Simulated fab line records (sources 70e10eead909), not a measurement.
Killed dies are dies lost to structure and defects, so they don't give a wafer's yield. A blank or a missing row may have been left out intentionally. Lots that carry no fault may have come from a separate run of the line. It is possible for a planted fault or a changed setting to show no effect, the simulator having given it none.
Matching of chambers | flow nand-harc | NHARC_A_STAIRCASE_ALD_415 on ald-hk-04 has 4 sister chambers
The step deposits SiO2, target thk 30 nm, pulse time 6 s, ald cycles 300. 24 wafers are shown with their chamber, then 12 later ones without.

== EACH WAFER AND ITS CHAMBER ==
wafer  | chamber | heater-power-w (W) | precursor-pulse-height-rel
L074.2 | 3       | 431                | 1.029
L074.3 | 0       | 505                | 1.045
L074.5 | 3       | 437                | 0.993
L080.2 | 3       | 447                | 1.000
L080.4 | 2       | 442                | 0.977
L080.5 | 3       | 438                | 1.021
L084.1 | 2       | 440                | 1.001
L084.5 | 3       | 440                | 0.999
L084.6 | 0       | 514                | 1.004
L082.1 | 3       | 444                | 0.958
L082.4 | 1       | 497                | 1.009
L082.5 | 1       | 508                | 0.984
L087.1 | 2       | 448                | 0.966
L087.3 | 3       | 436                | 0.988
L087.5 | 3       | 454                | 0.980
L088.1 | 1       | 492                | 1.007
L088.4 | 2       | 448                | 1.002
L088.5 | 1       | 490                | 0.994
L086.1 | 3       | 446                | 0.981
L086.5 | 2       | 441                | 1.004
L086.6 | 1       | 493                | 0.989
L090.1 | 3       | 437                | 1.014
L090.3 | 1       | 492                | 1.031
L090.5 | 1       | 497                | 0.973

SIGNATURES (averages over the wafers above)
reading                    | chamber 0 | chamber 1 | chamber 2 | chamber 3 | scatter within a chamber
heater-power-w             | 509.50    | 495.57    | 443.80    | 441.00    | 6.04
precursor-pulse-height-rel | 1.02450   | 0.99814   | 0.99000   | 0.99630   | 0.0204
Rule: distance of a wafer from a chamber = root of the sum over the readings of ((wafer's reading minus chamber's mean) / reading's scatter) squared. If the next closest chamber is less than 2 further off than the closest, the wafer can't be placed; otherwise it belongs to the closest. The scatter: the root of (the sum of the squares of (reading less its chamber's mean) over the shown wafers, divided by (wafers less chambers)).

== WAFERS WITH NO CHAMBER GIVEN ==
wafer  | heater-power-w (W) | precursor-pulse-height-rel
L093.3 | 479                | 0.998
L093.4 | 426                | 0.990
L093.6 | 499                | 1.028
L096.1 | 507                | 1.009
L096.2 | 430                | 0.996
L096.5 | 424                | 1.027
L097.1 | 473                | 0.999
L097.2 | 467                | 0.988
L097.3 | 506                | 1.006
L097.4 | 442                | 0.952
L097.5 | 480                | 0.989
L097.6 | 461                | 1.007

== EACH ONE'S CHAMBER ==
wafer  | from the rows above          | in truth
L093.3 | 1                            | 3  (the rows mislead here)
L093.4 | can't be placed: 3 or 2      | 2
L093.6 | can't be placed: 1 or 0      | 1
L096.1 | can't be placed: 0 or 1      | 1
L096.2 | can't be placed: 3 or 2      | 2
L096.5 | can't be placed: 3 or 2      | 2
L097.1 | can't be placed: 1 or 2 or 3 | 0
L097.2 | can't be placed: 2 or 3 or 1 | 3
L097.3 | can't be placed: 0 or 1      | 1
L097.4 | can't be placed: 2 or 3      | 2
L097.5 | 1                            | 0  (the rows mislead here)
L097.6 | can't be placed: 2 or 3      | 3
Correctly placed: 0 of 12. From these rows, 10 cannot be placed; in 9 the true chamber is one of the candidates. Wrongly placed: 2.
